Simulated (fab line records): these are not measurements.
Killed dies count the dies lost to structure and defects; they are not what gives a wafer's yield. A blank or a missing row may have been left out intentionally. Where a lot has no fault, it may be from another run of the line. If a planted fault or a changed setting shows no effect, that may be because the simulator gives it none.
Struck lot and sound lot, side by side    flow nand_harc    25 out of 1159 route steps
Sound: wafers L202.1, L202.2, L202.4. Struck: wafers L197.1, L197.4, L197.5. The cause comes at the end.
For every step that has rows: the tool of each side, followed by ch and its chambers, followed by its first start. Under that, the readings that differ: sound wafers    struck wafers    difference of the means    sigmas: that difference in standard deviations of wafers without a fault.
alike: a reading whose means differ by less than 2 such deviations, as well as words and numbers matching on both sides. not compared: withheld readings; readings where some wafer has no value; bounds like >300 that might hide an equal value; numbers whose values overlap and for which the record gives no deviation.
The two part at a step that has a row with sigmas, a row that says differs or no value, or rows on one side only. Non-overlapping numbers with no deviation appear without sigmas and do not part them. A reading missing from all wafers of one side parts the sides only when that side holds two or more wafers.

first, 1 step without rows for these wafers: NHARC_P_M1_PRE_CLEAN_30 (time 30 s).
NHARC_P_M1_PVD_20: deposits TaN, target thk 5 nm, time 8.06 s.
  sound on pvd_sputter-03; struck on pvd_sputter-02
  alike: cathode_dc_power_W, substrate_temp_c, throttle_valve_pct
NHARC_P_M1_PVD_21: deposits Cu, target thk 30 nm, time 20.49 s.
  sound on pvd_sputter-03; struck on pvd_sputter-02
  alike: cathode_dc_power_W, substrate_temp_c, throttle_valve_pct
then, 1 step without rows for these wafers: NHARC_P_M1_ECD_22 (material Cu, target thk 400 nm).
NHARC_P_M1_ANNEAL_31: time 90 s.
  sound on rtp_anneal-01 ch 0, day 10 08:50; struck on rtp_anneal-01 ch 0, day 9 10:10
  alike: wafer_temp_C_max
then, 1 step without rows for these wafers: NHARC_P_M1_CMP_23 (polishes, t overpolish 20 s, target thk 157.82 nm).
NHARC_P_M1_THK_MEAS_24: measures by xrf.
  sound on film_metro-02 at day 10 09:32; struck on film_metro-01 at day 9 10:49
  alike: thk_nm
next, for these wafers, 1 step has no rows: NHARC_P_M1_SRD_25.
NHARC_P_M1_INSPECT_27:
  sound on defect_inspect-01 at day 10 09:42; struck on defect_inspect-02 at day 9 10:59
  alike: raw_defect_count
NHARC_P_M1_PRE_CLEAN_32: time 12 s.
  sound on pecvd-01 ch 0,1,2, day 10 09:47; struck on pecvd-02 ch 0,1,2, day 9 11:05
  alike: heater_power_w
NHARC_P_M1_DEP_33: deposits SiCN, target thk 30 nm.
  sound on pecvd-01 ch 0,1,2, day 10 09:53; struck on pecvd-02 ch 0,1,2, day 9 11:13
  alike: heater_power_w
NHARC_P_M2_DEP_00: deposits SiOC, target thk 182.5 nm.
  sound on pecvd-02 ch 0,1, day 10 10:16; struck on pecvd-03 ch 0,1,2, day 9 11:35
then, 9 steps without rows for these wafers: NHARC_P_M2_DEHYDRATE_01 (time 120 s); NHARC_P_M2_HMDS_02 (time 30 s); NHARC_P_M2_COAT_34 (time 65 s); NHARC_P_M2_COAT_03 (resist thk 90 nm); NHARC_P_M2_SOFTBAKE_04 (time 55 s); NHARC_P_M2_EBR_05; NHARC_P_M2_EXPOSE_06 (exposes mask P M2, target cd 170 nm); NHARC_P_M2_PEB_07 (peb time 65 s); NHARC_P_M2_DEVELOP_08 (develop time 35 s).
NHARC_P_M2_CD_MEAS_09: target cd 170 nm.
  sound on cd_sem-03 ch 0, day 10 11:06; struck on cd_sem-01 ch 0, day 9 12:23
  alike: cd_nm
NHARC_P_M2_OVL_MEAS_10: pitch 340 nm.
  sound on overlay-01 at day 10 11:11; struck on overlay-01 at day 9 12:28
  alike: overlay_x_nm, overlay_y_nm
NHARC_P_M2_INSPECT_11:
  sound on defect_inspect-02 at day 10 11:13; struck on defect_inspect-02 at day 9 12:41
reading           sound  struck       difference  sigmas
raw_defect_count  5 5 3  666 636 687  +659        +99 or more
  not compared: hold
next, for these wafers, 1 step has no rows: NHARC_END_SORT_01.

== WHERE THEY PART ==
At NHARC_P_M2_INSPECT_11 and nowhere else, as far as this record goes.

WHY: what had been put in by the simulator
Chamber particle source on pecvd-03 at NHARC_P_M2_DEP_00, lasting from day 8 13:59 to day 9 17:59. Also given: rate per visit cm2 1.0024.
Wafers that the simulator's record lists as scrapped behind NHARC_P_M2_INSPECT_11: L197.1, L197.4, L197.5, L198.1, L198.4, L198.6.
